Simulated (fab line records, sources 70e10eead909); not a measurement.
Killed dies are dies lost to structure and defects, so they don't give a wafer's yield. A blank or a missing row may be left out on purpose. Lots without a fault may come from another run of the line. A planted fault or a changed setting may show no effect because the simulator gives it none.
Which tool did it? | flow nand_harc | 12 lots, 34 wafers sampled, at 6 steps of a route of 1302

WHAT THE GAUGES READ, wafer by wafer
NHARC_P_START_INSPECT_01.
lot  | measured     | on                | raw_defect_count
L732 | day 2 06:02  | defect_inspect-01 | 5 3 1
L733 | day 2 16:02  | defect_inspect-01 | 3 7 4
L734 | day 3 02:02  | defect_inspect-02 | 1 4 6
L740 | day 5 14:02  | defect_inspect-02 | 5 2 1
L741 | day 6 00:02  | defect_inspect-01 | 4 4
L742 | day 6 10:02  | defect_inspect-01 | 4 2
L748 | day 8 22:02  | defect_inspect-01 | 4 10 4
L749 | day 9 08:02  | defect_inspect-01 | 7 8 3
L750 | day 9 18:02  | defect_inspect-02 | 6 4 7
L751 | day 10 04:02 | defect_inspect-01 | 3 3 2
L752 | day 10 14:02 | defect_inspect-01 | 3 2 4
L754 | day 11 10:02 | defect_inspect-02 | 3 2 0

NHARC_P_STI_CD_MEAS_16.
lot  | measured     | on        | cd_nm (nm)
L732 | day 3 08:47  | cd_sem-02 | 199.8 202.6 198.2
L733 | day 3 16:29  | cd_sem-03 | 199.9 200.6 201.2
L734 | day 4 03:02  | cd_sem-03 | 199.8 195.5 200.4
L740 | day 6 14:42  | cd_sem-01 | 200.4 201.0 200.1
L741 | day 7 00:59  | cd_sem-02 | 197.1 195.5
L742 | day 7 11:08  | cd_sem-03 | 199.2 199.3
L748 | day 9 20:53  | cd_sem-02 | 197.5 198.8 199.5
L749 | day 10 12:16 | cd_sem-02 | 201.0 199.7 200.6
L750 | day 10 23:15 | cd_sem-02 | 198.3 201.0 196.2
L751 | day 11 07:12 | cd_sem-03 | 200.0 202.9 200.2
L752 | day 11 14:05 | cd_sem-03 | 199.7 198.6 201.9
L754 | day 12 12:21 | cd_sem-03 | 196.7 196.4 196.7

NHARC_P_STI_OCD_MEAS_17.
lot  | measured     | on     | trench_depth_nm (nm) | trench_foot_cd_nm (nm)
L732 | day 3 08:52  | ocd-01 | 299.3 302.0 299.5    | 158.9 160.2 158.7
L733 | day 3 16:35  | ocd-02 | 300.5 300.3 301.8    | 159.1 159.8 160.2
L734 | day 4 03:08  | ocd-01 | 304.2 304.6 304.3    | 158.1 153.4 157.7
L740 | day 6 14:47  | ocd-01 | 302.2 404.8 402.2    | 158.1 144.4 144.4
L741 | day 7 01:04  | ocd-02 | 301.8 403.1          | 155.1 141.2
L742 | day 7 11:13  | ocd-01 | 301.0 404.5          | 157.3 143.7
L748 | day 9 20:59  | ocd-02 | 296.4 297.1 295.7    | 157.8 158.5 157.3
L749 | day 10 12:22 | ocd-02 | 299.3 297.1 300.6    | 161.2 159.5 159.5
L750 | day 10 23:20 | ocd-02 | 298.2 299.1 300.6    | 156.1 159.1 153.9
L751 | day 11 07:17 | ocd-01 | 298.1 305.1 298.9    | 158.2 159.5 157.1
L752 | day 11 14:10 | ocd-01 | 296.3 296.3 297.3    | 159.2 158.1 161.6
L754 | day 12 12:26 | ocd-02 | 305.4 304.4 306.2    | 154.2 155.0 154.8

NHARC_END_SORT_01.
lot  | measured     | on        | killed_at_array | killed_at_other | killed_at_periphery | killed_dies | killed_open | killed_short
L748 | day 31 02:00 | prober-02 | 43 52           | 2 0             | 4 4                 | 49 56       | 0 4         | 3 5

WHICH TOOL RAN EACH LOT (tool, then ch and the chambers of the sampled wafers, then the start)
lot  | NHARC_P_STI_ETCH_42                | NHARC_P_STI_ETCH_15
L732 | rie_diel-13 ch 0,1,3, day 3 08:26  | rie_si-05 ch 1,2,3, day 3 08:38
L733 | rie_diel-12 ch 0,1,3, day 3 16:08  | rie_si-05 ch 0,2,3, day 3 16:20
L734 | rie_diel-13 ch 1,2,3, day 4 02:42  | rie_si-05 ch 1,2, day 4 02:53
L740 | rie_diel-13 ch 0,2, day 6 14:20    | rie_si-04 ch 0,1,2, day 6 14:35
L741 | rie_diel-13 ch 0,2, day 7 00:38    | rie_si-04 ch 0,2, day 7 00:50
L742 | rie_diel-02 ch 1,3, day 7 10:47    | rie_si-04 ch 2, day 7 10:58
L748 | rie_diel-02 ch 0,2,3, day 9 20:32  | rie_si-05 ch 0,3, day 9 20:45
L749 | rie_diel-12 ch 1,2, day 10 11:53   | rie_si-04 ch 0,1,3, day 10 12:06
L750 | rie_diel-02 ch 2,3, day 10 22:54   | rie_si-04 ch 0,3, day 10 23:07
L751 | rie_diel-13 ch 0,1,3, day 11 06:46 | rie_si-02 ch 0,3, day 11 06:57
L752 | rie_diel-12 ch 1,2, day 11 13:44   | rie_si-04 ch 2,3, day 11 13:55
L754 | rie_diel-02 ch 0,2,3, day 12 12:01 | rie_si-02 ch 1,2,3, day 12 12:13
- NHARC_P_STI_ETCH_42: etches the open film in N2/H2, target depth 80 nm, overetch 24 nm, time 61 s.
- NHARC_P_STI_ETCH_15: etches the open film in HBr/Cl2, target depth 300 nm, time 100.1 s.

WHAT THE TOOLS THEMSELVES READ (means of the sampled wafers that have a number; where no wafer has one, the mark that the record gives instead)
NHARC_P_STI_ETCH_42.
lot  | tool        | drypump_motor_current_A (A) | oes_product_au (a.u.) | rf_vpp_V (V) | showerhead_plenum_p_Torr (Torr) | throttle_valve_pct (%)
L732 | rie_diel-13 | 5.5                         | 1.000                 | 429.7        | 1.98                            | 14.165
L733 | rie_diel-12 | 5.9                         | 0.995                 | 430.5        | 2.04                            | 14.171
L734 | rie_diel-13 | 5.3                         | 1.000                 | 428.8        | 1.99                            | 14.169
L740 | rie_diel-13 | 6.0                         | 1.002                 | 429.3        | 1.97                            | 14.181
L741 | rie_diel-13 | 6.1                         | 1.000                 | 428.0        | 1.96                            | 14.177
L742 | rie_diel-02 | 5.3                         | 1.003                 | 431.6        | 2.08                            | 14.177
L748 | rie_diel-02 | 5.7                         | 1.015                 | 431.7        | 2.06                            | 14.167
L749 | rie_diel-12 | 5.3                         | 0.998                 | 430.0        | 2.01                            | 14.177
L750 | rie_diel-02 | 5.5                         | 0.995                 | 432.5        | 2.15                            | 14.173
L751 | rie_diel-13 | 5.5                         | 1.006                 | 428.0        | 1.97                            | 14.167
L752 | rie_diel-12 | 5.5                         | 0.994                 | 429.3        | 2.00                            | 14.163
L754 | rie_diel-02 | 5.7                         | 0.994                 | 431.1        | 2.06                            | 14.173

NHARC_P_STI_ETCH_15.
lot  | tool      | drypump_motor_current_A (A) | oes_product_au (a.u.) | throttle_valve_pct (%)
L732 | rie_si-05 | 6.0                         | 0.999                 | 26.404
L733 | rie_si-05 | 5.9                         | 1.005                 | 26.410
L734 | rie_si-05 | 6.3                         | 1.007                 | 26.406
L740 | rie_si-04 | 5.3                         | 1.142                 | 26.401
L741 | rie_si-04 | 5.0                         | 1.106                 | 26.407
L742 | rie_si-04 | 4.8                         | 1.110                 | 26.401
L748 | rie_si-05 | 5.6                         | 0.988                 | 26.408
L749 | rie_si-04 | 5.6                         | 0.999                 | 26.406
L750 | rie_si-04 | 5.5                         | 0.996                 | 26.405
L751 | rie_si-02 | 6.2                         | 1.001                 | 26.398
L752 | rie_si-04 | 5.5                         | 0.992                 | 26.400
L754 | rie_si-02 | 5.9                         | 1.012                 | 26.399

THE ANSWER, worked out from the rows above alone
Rule: what is usual is taken from the lots themselves. Put in order of their means at a reading, lots are off if they are a third of the lots or fewer, leave a main group of 4 or more, and stand apart from it by a gap of 3 or more times the standard deviation of the main group's means; of several such gaps the widest counts. A main group whose means are all the same, to the digits that the tables above print for the reading, isn't used. A lot without any number at a reading at which 4 lots or more have one is off too. The other lots that the step has rows for count as sound. The gauges are gone through in route order, then the tools' own readings, and for those a lot's mean is taken as printed above. The first step at which some lot is off is used, and at that step the reading that is off furthest; a lot without a number counts as furthest.
Off: L740, L741, L742, at NHARC_P_STI_OCD_MEAS_17 (trench_depth_nm). The main group: mean 300.3 nm, standard deviation 2.9.
A tool fits if, at a process step before that reading, it ran every lot that is off, and no sound lot after the first of them. The gauges at NHARC_P_STI_OCD_MEAS_17 aren't tried: what is off there is off at NHARC_P_STI_ETCH_15 too, on other tools, and a gauge's error can't cause that. None of those tried fits.

WHAT THE SIMULATOR HAD PUT IN
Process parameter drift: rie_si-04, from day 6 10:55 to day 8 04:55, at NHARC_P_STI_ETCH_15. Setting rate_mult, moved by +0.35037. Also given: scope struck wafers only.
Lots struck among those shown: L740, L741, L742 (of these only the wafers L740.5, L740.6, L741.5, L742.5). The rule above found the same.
